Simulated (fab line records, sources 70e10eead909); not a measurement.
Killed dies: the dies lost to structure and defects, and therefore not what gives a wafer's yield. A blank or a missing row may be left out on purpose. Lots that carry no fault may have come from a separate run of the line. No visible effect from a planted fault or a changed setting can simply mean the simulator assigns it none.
Struck lot and sound lot, side by side :: flow nand-harc :: 45 steps out of a route of 1302
Sound: the wafers L349.2, L349.4, L349.5. Struck: wafer L364.4 (L364.1, L364.2, from the same lot, were not struck and are left out); the cause is given at the end.
Order at every step that has rows: each side's tool, ch and its chambers, its first start. Under that, the readings that differ: sound wafers :: struck wafers :: difference of the means :: sigmas: that difference in standard deviations of wafers without a fault.
alike: words and numbers the same on both sides, and readings whose means are apart by under 2 such deviations; not compared: readings that were withheld, readings missing a value for some wafer, numbers with overlapping values and no deviation given by the record, and bounds like >300 which may hide the same value.
The two part at a step that has a row with sigmas, a row that says differs or no value, or rows on one side only. Non-overlapping numbers with no deviation appear without sigmas and do not part them. Lack of a reading on every wafer of one side parts them only where that side has two or more wafers.

first, 6 steps without rows for these wafers: NHARC_P_ZERO_WELL_COAT_18; NHARC_P_ZERO_WELL_SOFTBAKE_19 (time 95 s); NHARC_P_ZERO_WELL_EBR_20; NHARC_P_ZERO_WELL_EXPOSE_21 (exposes mask P NWELL, target cd 720 nm); NHARC_P_ZERO_WELL_PEB_22 (peb time 85 s); NHARC_P_ZERO_WELL_DEVELOP_23 (time 70 s).
NHARC_P_ZERO_WELL_CD_MEAS_24: target cd 720 nm.
  sound on cd-sem-01 ch 0, day 1 22:50; struck on cd-sem-03 ch 0, day 8 05:39
  alike: cd-nm
then, 1 step without rows for these wafers: NHARC_P_ZERO_WELL_HARDBAKE_25 (time 80 s).
NHARC_P_ZERO_WELL_DESCUM_26: chemistry O2, time 3 s.
  sound on rie-diel-13 ch 2,3, day 1 23:00; struck on rie-diel-04 ch 0, day 8 05:50
reading: oes-product-au (a.u.)
sound: 0.998 1.001 0.999
struck: 1.026
difference: +0.027
sigmas: +2

reading: throttle-valve-pct (%)
sound: 11.309 11.301 11.291
struck: 11.320
difference: +0.020
sigmas: +2
  alike: drypump-motor-current-A, rf-vpp-V, showerhead-plenum-p-Torr
  not compared: rf-hours-counter-h
then, 3 steps without rows for these wafers: NHARC_P_ZERO_WELL_IMPLANT_27; NHARC_P_ZERO_WELL_IMPLANT_57; NHARC_P_ZERO_WELL_IMPLANT_58.
NHARC_P_ZERO_WELL_STRIP_28: strips in SPM, time 840 s.
  sound on wet-bench-03 ch 1,4,7, day 1 23:42; struck on wet-bench-03 ch 7, day 8 06:33
  alike: bath-heat-duty-pct
then, 8 steps without rows for these wafers: NHARC_P_ZERO_WELL_DEHYDRATE_29 (time 120 s); NHARC_P_ZERO_WELL_HMDS_30 (time 30 s); NHARC_P_ZERO_WELL_COAT_31; NHARC_P_ZERO_WELL_SOFTBAKE_32 (time 95 s); NHARC_P_ZERO_WELL_EBR_33; NHARC_P_ZERO_WELL_EXPOSE_34 (exposes mask P PWELL, target cd 720 nm); NHARC_P_ZERO_WELL_PEB_35 (peb time 85 s); NHARC_P_ZERO_WELL_DEVELOP_36 (time 70 s).
NHARC_P_ZERO_WELL_CD_MEAS_37: target cd 720 nm.
  sound on cd-sem-02 ch 0, day 2 00:28; struck on cd-sem-02 ch 0, day 8 07:18
  alike: cd-nm
then, 1 step without rows for these wafers: NHARC_P_ZERO_WELL_HARDBAKE_38 (time 80 s).
NHARC_P_ZERO_WELL_DESCUM_39: chemistry O2, time 3 s.
  sound on rie-diel-09 ch 1,2,3, day 2 00:38; struck on rie-diel-13 ch 2, day 8 07:28
  alike: drypump-motor-current-A, oes-product-au, rf-vpp-V, showerhead-plenum-p-Torr, throttle-valve-pct
  not compared: rf-hours-counter-h
then, 12 steps without rows for these wafers: NHARC_P_ZERO_WELL_IMPLANT_40; NHARC_P_ZERO_WELL_IMPLANT_59; NHARC_P_ZERO_WELL_IMPLANT_60; NHARC_P_ZERO_WELL_STRIP_41 (strips in SPM, time 840 s); NHARC_P_ZERO_WELL_DEHYDRATE_44 (time 120 s); NHARC_P_ZERO_WELL_HMDS_45 (time 30 s); NHARC_P_ZERO_WELL_COAT_46; NHARC_P_ZERO_WELL_SOFTBAKE_47 (time 95 s); NHARC_P_ZERO_WELL_EBR_48; NHARC_P_ZERO_WELL_EXPOSE_49 (exposes mask P HVPW, target cd 2000 nm); NHARC_P_ZERO_WELL_PEB_50 (peb time 85 s); NHARC_P_ZERO_WELL_DEVELOP_51 (time 70 s).
NHARC_P_ZERO_WELL_CD_MEAS_52: target cd 2000 nm.
  sound on cd-sem-01 ch 0, day 2 02:06; struck on cd-sem-02 ch 0, day 8 08:49
reading: cd-nm (nm)
sound: 1996.5 1998.9 1999.6
struck: 2003.0
difference: +4.7
sigmas: +2
then, 1 step without rows for these wafers: NHARC_P_ZERO_WELL_HARDBAKE_53 (time 80 s).
NHARC_P_ZERO_WELL_DESCUM_54: chemistry O2, time 3 s.
  sound on rie-diel-13 ch 0,1,2, day 2 02:17; struck on rie-diel-13 ch 0, day 8 08:59
  alike: drypump-motor-current-A, oes-product-au, rf-vpp-V, showerhead-plenum-p-Torr, throttle-valve-pct
  not compared: rf-hours-counter-h
then, 3 steps without rows for these wafers: NHARC_P_ZERO_WELL_IMPLANT_55; NHARC_P_ZERO_WELL_IMPLANT_61; NHARC_P_ZERO_WELL_STRIP_56 (strips in SPM, time 840 s).
NHARC_P_ZERO_WELL_INSPECT_43:
  struck on defect-inspect-02, day 8 10:49; sound on defect-inspect-01, day 2 03:55
reading: raw-defect-count
sound: 12 15 10
struck: 1204
difference: +1192
sigmas: +99 or more
  not compared: hold
NHARC_P_STI_ETCH_26: etches SiO2 in dHF, target depth 11 nm.
  sound on wet-bench-09 ch 2,4,7, day 2 03:58; struck on wet-bench-01 ch 1,5,6, day 8 12:53
reading: hold
sound: - - -
struck: await-dispo/2.0h/release
difference: no value on the sound wafers
sigmas: 
-- break in the record here, with 22 days between the starts of the struck wafers on either side (left off in module P_STI, picked up again in module END, where the first step shown is number 1302 on the route) --
NHARC_END_SORT_01:
  the record has rows for the struck wafers here (prober-02 ch 0, day 30 04:59) and none for the sound ones

== WHERE THEY PART ==
Last at NHARC_END_SORT_01 as far as this record goes, first at NHARC_P_ZERO_WELL_DESCUM_26.

WHY: what the simulator had put in
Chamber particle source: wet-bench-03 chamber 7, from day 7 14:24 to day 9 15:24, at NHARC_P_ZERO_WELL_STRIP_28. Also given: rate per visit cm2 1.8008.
